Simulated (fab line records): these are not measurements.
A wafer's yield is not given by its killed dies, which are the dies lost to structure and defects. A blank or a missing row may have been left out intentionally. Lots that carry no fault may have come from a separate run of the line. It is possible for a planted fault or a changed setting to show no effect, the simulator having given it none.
fab line records    flow nand-harc
record: lots: 6  wafers: 18  last-day: 23
route steps=1159 shown A_CHANNEL_HOLE_D1@471 A_CHANNEL_FILL_D1@490 END@1159
lots that met no fault: from a run of the same line without faults
start-h: hours from the record's opening day to when the first of the lot's shown wafers began    wait-h: hours since the lot's step before    " the same as in the row above    L1.1+2: a row that stands for several wafers    - no value, or no start given    * or withheld: withheld    < > ~ a bound
route shown NAME@n: a module of which the file shows steps, and the number in the route of the first    usual: mean/standard deviation taken from wafers without a fault    same: alike in all rows    chamber/n: place in a boat    sites: each site's reading    _std_site: how widely they spread, as a standard deviation    _edge_site: outer sites' mean less inner sites'    radius-mm: for every site, how far away it sits from the centre of the wafer    mask NAME#n: copy n    behind: the tool/chamber that last shaped the wafer    hold: why the lot went on hold/how many hours it stayed there/how the hold came to an end    device: which transistor (n, p or np) failed to switch    end of line: the tests these same wafers got at the end of their route    a step with no rows: only its recipe    killed: dies lost to structure and defects at the first sort, not the wafer's yield    map: dies across one wafer; x = killed, . = not, _ = none there
set.NAME: setting as actually run; set.NAME@STEP: the setting as run at that earlier step    model.NAME: the simulator's own value behind a step, which no gauge read
lots at some steps of the route; a table a step, a row a wafer
services: when a tool's chamber went out of use (start-h, in hours from the record's first day, below 0 if earlier), for how many hours, and the reason
== steps ==
step: NHARC_A_CHANNEL_HOLE_D1_ETCH_19
recipe: bias-v: 1200  source-w: 2500  pressure-mtorr: 15  time-s: 34.5  ar-flow-sccm: 375  c4f8-flow-sccm: 28.8  o2-flow-sccm: 96.2  temp-c: -20  target-depth-a: *  chemistry: C4F8/O2/Ar
step: NHARC_A_CHANNEL_HOLE_D1_ETCH_20
recipe: bias-v: 3000  source-w: withheld  pressure-mtorr: 20  time-s: 361.9  ar-flow-sccm: 375  c4f8-flow-sccm: 89.3  o2-flow-sccm: 35.7  temp-c: -20  target-depth-a: 16000  chemistry: C4F8/O2/Ar
step: NHARC_A_CHANNEL_HOLE_D1_ETCH_21
recipe: bias-v: 3000  source-w: withheld  pressure-mtorr: 20  time-s: 514.3  ar-flow-sccm: 375  c4f8-flow-sccm: 89.3  o2-flow-sccm: 35.7  temp-c: -20  target-depth-a: 16000  chemistry: C4F8/O2/Ar
usual: drypump-motor-current-A: 5.7/0.35  showerhead-plenum-p-Torr: 3.72/0.12  throttle-valve-pct: 32.156/0.0094
same: time-s: 514.3
lot.wafer  tool         chamber  start-h  wait-h  drypump-motor-current-A  rf-hours-counter-h  showerhead-plenum-p-Torr  throttle-valve-pct
L833.2     har-etch-02  1        197.92   0.3     6.3                      116                 3.61                      32.142
L833.3     "            0        "        "       5.3                      -                   3.87                      32.162
L833.4     "            1        "        "       6.3                      -                   3.61                      32.157
L839.2     har-etch-01  1        235.33   0.3     5.7                      207                 3.60                      32.139
L839.3     "            0        "        "       5.6                      -                   3.82                      32.159
L839.6     "            1        "        "       5.6                      -                   3.60                      32.148
L840.2     har-etch-02  1        236.42   0.3     6.3                      134                 3.60                      32.162
L840.4     "            1        "        "       6.3                      -                   3.60                      32.146
L840.5     "            0        "        "       5.4                      -                   3.86                      32.147
L849.2     har-etch-01  0        289.46   0.3     5.6                      229                 3.80                      32.155
L849.4     "            0        "        "       5.6                      -                   3.80                      32.171
L849.6     "            0        "        "       5.6                      -                   3.80                      32.156
L848.1     har-etch-02  1        290.55   0.3     6.2                      159                 3.59                      32.152
L848.4     "            1        "        "       6.2                      -                   3.59                      32.159
L848.3     "            0        "        "       5.4                      -                   3.84                      32.169
L847.1     har-etch-01  0        293.52   0.3     5.6                      233                 3.80                      32.144
L847.2     "            1        "        "       5.6                      233                 3.58                      32.140
L847.3     "            1        "        "       5.6                      -                   3.58                      32.139
step: NHARC_A_CHANNEL_HOLE_D1_ETCH_22
recipe: bias-v: 3000  source-w: withheld  pressure-mtorr: 20  time-s: 666.7  ar-flow-sccm: 375  c4f8-flow-sccm: 89.3  o2-flow-sccm: 35.7  temp-c: -20  target-depth-a: 16000  chemistry: C4F8/O2/Ar
usual: drypump-motor-current-A: 5.7/0.35  showerhead-plenum-p-Torr: 3.72/0.12  throttle-valve-pct: 32.155/0.0088
same: time-s: 666.7
lot.wafer  tool         chamber  start-h  wait-h  drypump-motor-current-A  rf-hours-counter-h  showerhead-plenum-p-Torr  throttle-valve-pct
L833.2     har-etch-02  1        198.38   0.4     6.3                      116                 3.61                      32.141
L833.3     "            0        "        "       5.4                      -                   3.87                      32.156
L833.4     "            1        "        "       6.2                      -                   3.61                      32.160
L839.2     har-etch-01  1        235.77   0.4     5.6                      207                 3.60                      32.148
L839.3     "            0        "        "       5.5                      -                   3.82                      32.154
L839.6     "            1        "        "       5.6                      -                   3.60                      32.165
L840.2     har-etch-02  1        236.85   0.4     6.2                      135                 3.60                      32.159
L840.4     "            1        "        "       6.3                      -                   3.60                      32.151
L840.5     "            0        "        "       5.4                      -                   3.86                      32.155
L849.2     har-etch-01  0        289.92   0.4     5.5                      229                 3.80                      32.155
L849.4     "            0        "        "       5.5                      -                   3.80                      32.157
L849.6     "            0        "        "       5.5                      -                   3.80                      32.152
L848.1     har-etch-02  1        290.99   0.4     6.3                      159                 3.59                      32.150
L848.4     "            1        "        "       6.3                      -                   3.59                      32.156
L848.3     "            0        "        "       5.4                      -                   3.84                      32.157
L847.1     har-etch-01  0        293.95   0.4     5.6                      233                 3.80                      32.155
L847.2     "            1        "        "       5.7                      233                 3.58                      32.164
L847.3     "            1        "        "       5.6                      -                   3.58                      32.167
step: NHARC_A_CHANNEL_HOLE_D1_ETCH_23
recipe: bias-v: 5000  source-w: withheld  pressure-mtorr: 20  time-s: 819  ar-flow-sccm: 375  c4f8-flow-sccm: 89.3  o2-flow-sccm: 35.7  temp-c: -20  target-depth-a: 16000  chemistry: C4F8/O2/Ar
step: NHARC_A_CHANNEL_HOLE_D1_ETCH_24
recipe: bias-v: 5000  source-w: withheld  pressure-mtorr: 20  time-s: 906.2  ar-flow-sccm: 375  c4f8-flow-sccm: 93.8  o2-flow-sccm: 31.2  temp-c: -20  target-depth-a: 15000  chemistry: C4F8/O2/Ar
step: NHARC_A_CHANNEL_HOLE_D1_ETCH_25
recipe: bias-v: 5000  source-w: withheld  pressure-mtorr: 20  time-s: 1040.2  ar-flow-sccm: 375  c4f8-flow-sccm: 93.8  o2-flow-sccm: 31.2  temp-c: -20  target-depth-a: 15000  chemistry: C4F8/O2/Ar
usual: drypump-motor-current-A: 5.7/0.35  showerhead-plenum-p-Torr: 3.71/0.12  throttle-valve-pct: 32.236/0.0095
same: time-s: 1040.2
lot.wafer  tool         chamber  start-h  wait-h  drypump-motor-current-A  rf-hours-counter-h  showerhead-plenum-p-Torr  throttle-valve-pct
L833.2     har-etch-02  1        200.45   0.7     6.3                      118                 3.60                      32.243
L833.3     "            0        "        "       5.4                      -                   3.86                      32.239
L833.4     "            1        "        "       6.3                      -                   3.60                      32.224
L839.2     har-etch-01  1        237.79   0.6     5.6                      209                 3.59                      32.240
L839.3     "            0        "        "       5.6                      -                   3.81                      32.237
L839.6     "            1        "        "       5.6                      -                   3.59                      32.222
L840.2     har-etch-02  1        238.88   0.6     6.3                      137                 3.59                      32.227
L840.4     "            1        "        "       6.3                      -                   3.59                      32.251
L840.5     "            0        "        "       5.4                      -                   3.85                      32.235
L849.2     har-etch-01  0        291.98   0.6     5.6                      231                 3.80                      32.231
L849.4     "            0        "        "       5.6                      -                   3.80                      32.244
L849.6     "            0        "        "       5.5                      -                   3.80                      32.231
L848.1     har-etch-02  1        293.05   0.6     6.3                      161                 3.58                      32.247
L848.4     "            1        "        "       6.3                      -                   3.58                      32.230
L848.3     "            0        "        "       5.4                      -                   3.84                      32.237
L847.1     har-etch-01  0        295.98   0.6     5.6                      235                 3.80                      32.237
L847.2     "            1        "        "       5.7                      235                 3.58                      32.221
L847.3     "            1        "        "       5.6                      -                   3.58                      32.239
step: NHARC_A_CHANNEL_HOLE_D1_ETCH_26
recipe: bias-v: 300  source-w: 2000  pressure-mtorr: 30  time-s: 224.1  ar-flow-sccm: 375  c4f8-flow-sccm: 11.4  o2-flow-sccm: 113.6  temp-c: -20  target-depth-a: 3000  chemistry: C4F8/O2/Ar
usual: drypump-motor-current-A: 5.7/0.35  showerhead-plenum-p-Torr: 3.76/0.13  throttle-valve-pct: 24.584/0.01
same: time-s: 224.1
lot.wafer  tool         chamber  start-h  wait-h  drypump-motor-current-A  rf-hours-counter-h  showerhead-plenum-p-Torr  throttle-valve-pct
L833.2     har-etch-02  1        201.21   0.6     6.2                      119                 3.65                      24.587
L833.3     "            0        "        "       5.3                      -                   3.92                      24.593
L833.4     "            1        "        "       6.3                      -                   3.65                      24.571
L839.2     har-etch-01  1        238.67   0.7     5.6                      210                 3.63                      24.600
L839.3     "            0        "        "       5.6                      -                   3.87                      24.575
L839.6     "            1        "        "       5.7                      -                   3.63                      24.591
L840.2     har-etch-02  1        239.75   0.7     6.2                      137                 3.64                      24.585
L840.4     "            1        "        "       6.3                      -                   3.64                      24.581
L840.5     "            0        "        "       5.3                      -                   3.91                      24.581
L849.2     har-etch-01  0        292.74   0.6     5.5                      232                 3.85                      24.578
L849.4     "            0        "        "       5.6                      -                   3.85                      24.592
L849.6     "            0        "        "       5.6                      -                   3.85                      24.587
L848.1     har-etch-02  1        293.94   0.7     6.3                      162                 3.63                      24.600
L848.4     "            1        "        "       6.3                      -                   3.63                      24.586
L848.3     "            0        "        "       5.3                      -                   3.89                      24.574
L847.1     har-etch-01  0        296.86   0.7     5.6                      236                 3.85                      24.556
L847.2     "            1        "        "       5.6                      236                 3.62                      24.584
L847.3     "            1        "        "       5.6                      -                   3.62                      24.580
step: NHARC_A_CHANNEL_HOLE_D1_ETCH_33
recipe: bias-v: 400  source-w: 2000  pressure-mtorr: 25  time-s: 90  ar-flow-sccm: 375  c4f8-flow-sccm: 41.7  o2-flow-sccm: 83.3  temp-c: -20  target-depth-a: 4000  chemistry: C4F8/O2/Ar
step: NHARC_A_CHANNEL_HOLE_D1_STRIP_41
recipe: n2-flow-sccm: 150  h2-flow-sccm: 150  ar-flow-sccm: 0  bias-w: 0  chemistry: N2/H2
step: NHARC_A_CHANNEL_HOLE_D1_STRIP_42
recipe: cf4-flow-sccm: 100  chf3-flow-sccm: 30  ar-flow-sccm: 0  bias-w: 0  chemistry: CF4/CHF3
step: NHARC_A_CHANNEL_HOLE_D1_STRIP_43
recipe: o2-flow-sccm: 400  cos-flow-sccm: 20  ar-flow-sccm: 0  bias-w: 0  chemistry: O2/COS
step: NHARC_A_CHANNEL_HOLE_D1_ETCH_44
recipe: target-depth-a: 1400  overetch-a: 140  time-s: 77  ion-energy-ev: 100  cf4-flow-sccm: 80  o2-flow-sccm: 20  ar-flow-sccm: 0  rf-w: 300  bias-w: 100  chemistry: CF4/O2
usual: drypump-motor-current-A: 5.8/0.36  oes-product-au: 0.996/0.012  rf-fwd-power-W: 297.7/1.1  rf-vpp-V: 198.5/1.2  showerhead-plenum-p-Torr: 1.37/0.045  throttle-valve-pct: 13.398/0.0088
same: time-s: 77
lot.wafer  tool         chamber  start-h  wait-h  drypump-motor-current-A  oes-product-au  rf-fwd-power-W  rf-hours-counter-h  rf-vpp-V  showerhead-plenum-p-Torr  throttle-valve-pct
L833.4     rie-diel-08  2        202.13   0.1     5.3                      1.014           298.4           5                   199.5     1.38                      13.389
L833.3     "            3        "        "       6.2                      0.995           297.6           4                   199.1     1.37                      13.390
L833.2     "            1        "        "       5.8                      1.010           297.4           4                   198.4     1.39                      13.402
L839.3     rie-diel-01  2        239.66   0.1     5.9                      0.988           298.6           9                   198.6     1.39                      13.387
L839.2     "            3        "        "       5.6                      0.990           296.5           9                   196.9     1.36                      13.387
L839.6     "            0        "        "       6.0                      0.995           297.8           -                   197.6     1.26                      13.389
L840.4     rie-diel-08  0        240.71   0.1     5.5                      0.968           297.9           7                   199.5     1.42                      13.401
L840.2     "            2        "        "       5.3                      0.998           299.2           7                   198.2     1.38                      13.393
L840.5     "            0        "        "       5.5                      0.985           298.4           -                   201.0     1.42                      13.410
L849.2     rie-diel-01  3        294.12   0.1     5.7                      0.988           296.1           14                  198.6     1.36                      13.394
L849.4     "            1        "        "       6.1                      1.007           295.1           11                  198.5     1.42                      13.393
L849.6     "            3        "        "       5.6                      0.979           297.1           -                   197.4     1.36                      13.392
L848.1     rie-diel-08  3        294.90   0.1     6.2                      1.004           297.7           11                  198.3     1.36                      13.381
L848.4     "            1        "        "       5.8                      0.999           298.4           10                  198.9     1.39                      13.401
L848.3     "            2        "        "       5.3                      0.994           298.6           11                  198.9     1.38                      13.391
L847.3     rie-diel-01  0        297.81   0.1     6.1                      0.994           298.5           13                  197.1     1.26                      13.388
L847.1     "            1        "        "       6.1                      1.003           295.7           11                  199.5     1.42                      13.389
L847.2     "            2        "        "       5.9                      0.990           299.4           12                  198.4     1.39                      13.406
step: NHARC_A_CHANNEL_HOLE_D1_STRIP_27
recipe: o2-flow-sccm: 500  ar-flow-sccm: 0  bias-w: 0  chemistry: O2
usual: drypump-motor-current-A: 5.8/0.35  oes-product-au: 0.997/0.01  rf-vpp-V: 58.1/0.92  showerhead-plenum-p-Torr: 3.62/0.12  throttle-valve-pct: 17.038/0.009
lot.wafer  tool         chamber  start-h  wait-h  drypump-motor-current-A  oes-product-au  rf-hours-counter-h  rf-vpp-V  showerhead-plenum-p-Torr  throttle-valve-pct
L833.4     rie-diel-08  0        -        -       5.5                      0.964           5                   57.5      3.76                      17.035
L833.2     "            1        "        "       5.9                      1.004           4                   57.6      3.66                      17.015
L833.3     "            2        "        "       5.3                      0.999           5                   56.9      3.63                      17.051
L839.2     rie-diel-01  2        -        -       5.9                      0.992           9                   58.6      3.66                      17.037
L839.3     "            0        "        "       6.1                      0.990           8                   57.0      3.35                      17.044
L839.6     "            2        "        "       6.0                      0.987           -                   59.2      3.66                      17.036
L840.4     rie-diel-08  1        -        -       5.8                      1.009           7                   58.5      3.66                      17.049
L840.2     "            3        "        "       6.2                      1.002           7                   57.7      3.60                      17.044
L840.5     "            0        "        "       5.5                      0.980           -                   58.0      3.75                      17.037
L849.2     rie-diel-01  0        -        -       6.1                      0.999           13                  56.2      3.35                      17.043
L849.4     "            1        "        "       6.1                      1.008           11                  59.7      3.75                      17.045
L849.6     "            0        "        "       6.1                      0.994           -                   57.2      3.35                      17.021
L848.4     rie-diel-08  0        -        -       5.5                      0.977           10                  59.7      3.75                      17.044
L848.3     "            1        "        "       5.8                      1.004           10                  58.2      3.66                      17.037
L848.1     "            2        "        "       5.3                      0.996           11                  56.8      3.63                      17.054
L847.3     rie-diel-01  3        -        -       5.6                      0.997           14                  56.9      3.58                      17.041
L847.1     "            0        "        "       6.1                      0.998           13                  57.4      3.35                      17.040
L847.2     "            1        "        "       6.1                      1.000           11                  58.6      3.74                      17.040
step: NHARC_A_CHANNEL_HOLE_D1_PRECLEAN_28
recipe: time-s: *  temp-c: 50  bath-age-min: 0  chemistry: SC1
step: NHARC_A_CHANNEL_HOLE_D1_SRD_29
step: NHARC_A_CHANNEL_HOLE_D1_CD_MEAS_30
usual: cd-nm: 89.8/1.3
lot.wafer  tool       chamber  start-h  wait-h  cd-nm
L833.2     cd-sem-01  -        202.92   -       87.5
L833.3     "          -        "        "       88.0
L833.4     "          -        "        "       87.8
L839.2     cd-sem-02  -        240.56   -       91.7
L839.3     "          -        "        "       90.9
L839.6     "          -        "        "       90.2
L840.2     cd-sem-03  -        241.53   0.1     89.0
L840.4     "          -        "        "       89.9
L840.5     "          -        "        "       90.4
L849.2     cd-sem-01  -        294.92   -       89.6
L849.4     "          -        "        "       91.4
L849.6     "          -        "        "       89.9
L848.1     cd-sem-02  -        295.70   -       90.5
L848.3     "          -        "        "       87.7
L848.4     "          -        "        "       89.2
L847.1     cd-sem-02  -        298.61   -       87.5
L847.2     "          -        "        "       88.5
L847.3     "          -        "        "       87.7
step: NHARC_A_CHANNEL_HOLE_D1_XSEM_31
recipe: landing-energy-ev: 35000
step: NHARC_A_CHANNEL_HOLE_D1_INSPECT_40
usual: raw-defect-count: 59/16
lot.wafer  tool               chamber  start-h  wait-h  raw-defect-count
L833.2     defect-inspect-02  -        203.14   -       79
L833.3     "                  -        "        "       40
L833.4     "                  -        "        "       40
L839.2     defect-inspect-01  -        240.74   -       80
L839.3     "                  -        "        "       48
L839.6     "                  -        "        "       71
L840.2     defect-inspect-02  -        241.72   -       51
L840.4     "                  -        "        "       65
L840.5     "                  -        "        "       29
L849.2     defect-inspect-01  -        295.11   -       608
L849.4     "                  -        "        "       683
L849.6     "                  -        "        "       658
L848.1     defect-inspect-01  -        295.89   -       40
L848.3     "                  -        "        "       47
L848.4     "                  -        "        "       60
L847.1     defect-inspect-01  -        298.82   -       674
L847.2     "                  -        "        "       648
L847.3     "                  -        "        "       673
step: NHARC_A_CHANNEL_FILL_D1_PRECLEAN_00
recipe: time-s: *  temp-c: 50  bath-age-min: 0  chemistry: SC1
step: NHARC_END_SORT_01
recipe: temp-c: 25
usual: killed-at-array: 29/11  killed-at-other: 0.5/0.8  killed-at-periphery: 3.5/2.8  killed-dies: 33/12  killed-open: 3.1/1.8  killed-short: 1.8/1.4
same: gross-dies: 677
lot.wafer  tool       chamber  start-h  wait-h  killed-at-array  killed-at-other  killed-at-periphery  killed-dies  killed-open  killed-short
L847.1     prober-01  0        550.46   2.5     67               0                2                    69           3            1
L847.2     prober-01  0        551.26   2.8     112              0                4                    116          1            2
L847.3     prober-01  0        552.07   3.1     129              0                5                    134          0            3
L849.2     prober-02  0        558.98   2.8     124              0                0                    124          4            1
L849.4     prober-02  0        560.56   3.3     87               1                0                    88           1            0
L849.6     prober-02  0        562.13   3.9     136              0                4                    140          5            2
killed by level:class
L847.1 A_CHANNEL_HOLE_D1:unspecified=39 A_CHANNEL_HOLE_D1:chamber-film-flake=15 A_STAIRCASE:chamber-film-flake=4 A_CONTACT:chamber-film-flake=2 A_M0:chamber-film-flake=2 P_GATE:geometric-particle:open=1 A_ONON_D1:geometric-particle:open=1 A_CONTACT:geometric-particle:short=1
L847.2 A_CHANNEL_HOLE_D1:unspecified=72 A_CHANNEL_HOLE_D1:chamber-film-flake=24 A_STAIRCASE:chamber-film-flake=6 A_M0:chamber-film-flake=4 P_ZERO_WELL:chamber-film-flake=3 A_CONTACT:chamber-film-flake=3 A_ONON_D1:geometric-particle:short=1 A_BLC:geometric-particle:open=1
L847.3 A_CHANNEL_HOLE_D1:unspecified=86 A_CHANNEL_HOLE_D1:chamber-film-flake=24 A_STAIRCASE:chamber-film-flake=8 A_M0:chamber-film-flake=4 A_CONTACT:chamber-film-flake=3 A_WL_FILL:geometric-particle:short=2 P_CONTACT:geometric-particle:short=1 P_ZERO_WELL:chamber-film-flake=1
L849.2 A_CHANNEL_HOLE_D1:unspecified=87 A_CHANNEL_HOLE_D1:chamber-film-flake=15 A_SLIT:chamber-film-flake=13 A_STAIRCASE:chamber-film-flake=4 A_ONON_D1:geometric-particle:open=2 A_CHANNEL_FILL_D1:geometric-particle:open=1 A_SGD_CUT:geometric-particle:short=1 A_CONTACT:geometric-particle:open=1
L849.4 A_CHANNEL_HOLE_D1:unspecified=42 A_CHANNEL_HOLE_D1:chamber-film-flake=21 A_SLIT:chamber-film-flake=16 A_STAIRCASE:chamber-film-flake=6 A_CHANNEL_FILL_D1:geometric-particle:open=1 A_WL_FILL:chamber-film-flake=1 THIN_TSV:chamber-film-flake=1
L849.6 A_CHANNEL_HOLE_D1:unspecified=85 A_CHANNEL_HOLE_D1:chamber-film-flake=21 A_SLIT:chamber-film-flake=18 A_STAIRCASE:chamber-film-flake=4 P_STI:chamber-film-flake=3 A_CHANNEL_FILL_D1:geometric-particle:open=2 A_CONTACT:chamber-film-flake=2 P_M0:geometric-particle:short=1
map L847.3 (x killed, . not)
____________.____________
_________......._________
_______..........._______
______.............______
_____..............._____
____..............x..____
____.x.x.............____
___.x.x.......x.......___
___.xxxx..........x...___
__xx.xxx...............__
__..xxxx..xx...........__
_x..x..x....x..........._
_x..x.x................._
_.....x................._
_.....x........x........_
_x..............x.x....._
.............xxx.x.......
...........xxxxx.........
..........xxxxxxxx.....x.
..........xxxxxxxx.....xx
.x.......x.xxxxxxxx....xx
_...x....xxxxxxxxxx....._
_........xxxxxxxx......._
_....x....xxxxxxxx......_
_.........xxxxxxxx......_
_..........xxxxxxx......_
__.........xxxxxxx.....__
__.......x..xxx........__
___........x..x.x..x..___
___..........x........___
____.................____
____.................____
_____..............._____
______.............______
_______..........._______
_________......._________
____________.____________
map L849.6 (x killed, . not)
____________.____________
_________......._________
_______..........._______
______.............______
_____x.............._____
____.................____
____.................____
___.....x.............___
___.....xx........x...___
__...xxxxx....x........__
__....xxxxxx...........__
_....xxxxxx............._
_..xxxxxxxxx..........x._
_....xxxxxxxx.....x....._
_..xxxxxxxxxxx.x...x...._
_.x..xxxxxxx............_
....xxxxxxxx...x.xxxx....
...x.xxxxxxxx....xxxx..x.
.....x.xxxx.........x....
......xx.x.xx...x.xxx....
..........x.......x..x...
_....x....x............._
_......x...........xx..._
_....................x.._
_............x.......x.._
_.........x........x...._
__.......x.x...........__
__....x..x.........x.x.__
___..x....x.x.......x.___
___....x.xx...........___
____......x..........____
____...xxx...........____
_____..x..xx........_____
______.............______
_______....xx....._______
_________......._________
____________.____________
== services ==
tool         chamber  start-h  hours  kind
rie-diel-08  -        174.69   0.3    repair
rie-diel-08  0        182.88   -      clean
rie-diel-08  1        182.88   -      clean
rie-diel-08  2        182.88   -      clean
rie-diel-08  3        182.88   -      clean
rie-diel-01  0        196.06   -      clean
rie-diel-01  1        196.06   -      clean
rie-diel-01  2        196.06   -      clean
rie-diel-01  3        196.06   -      clean
rie-diel-08  2        205.30   2.0    repair
rie-diel-08  0        207.40   -      clean
rie-diel-08  1        207.40   -      clean
rie-diel-08  2        207.40   -      clean
rie-diel-08  3        207.40   -      clean
rie-diel-01  0        220.56   -      clean
rie-diel-01  1        220.56   -      clean
rie-diel-01  2        220.56   -      clean
rie-diel-01  3        220.56   -      clean
rie-diel-01  1        227.85   13.1   repair
rie-diel-08  0        231.95   -      clean
rie-diel-08  -        243.84   1.2    repair
rie-diel-01  2        255.05   23.7   repair
rie-diel-08  -        278.43   1.9    repair
rie-diel-08  3        295.29   2.4    repair
== key ==
first-sign: step: NHARC_A_CHANNEL_HOLE_D1_INSPECT_40  reading: raw-defect-count  direction: up  sigmas: 37  usual: 59  struck: 657
effect: step: NHARC_END_SORT_01  reading: killed-at-array  direction: up  sigmas: 7.1  usual: 29  struck: 109
more-kills-born-at: NHARC_A_CHANNEL_HOLE_D1_ETCH_44@rie-diel-01: 411
met-at NHARC_A_CHANNEL_HOLE_D1_ETCH_44
struck-wafers L847.1,L847.2,L847.3,L849.2,L849.4,L849.6
tester-left-out L847,L849
onset-between 239.66 294.12
also-fits NHARC_A_CHANNEL_HOLE_D1_ETCH_21:har-etch-01,NHARC_A_CHANNEL_HOLE_D1_ETCH_22:har-etch-01,NHARC_A_CHANNEL_HOLE_D1_ETCH_25:har-etch-01,NHARC_A_CHANNEL_HOLE_D1_ETCH_26:har-etch-01
fault: kind: chamber-particle-source  tool: rie-diel-01  chamber: -  onset-h: 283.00  steps: NHARC_A_CHANNEL_HOLE_D1_ETCH_44  rate-per-visit-cm2: 0.89101  end-h: 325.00
tester-left-out: of these lots the tester's yield and bins aren't shown, on N5 and GAA mostly nor the transistor test; their killed dies are dies lost to structure and defects alone, not to doping, threshold or leakage, so they don't give the yield
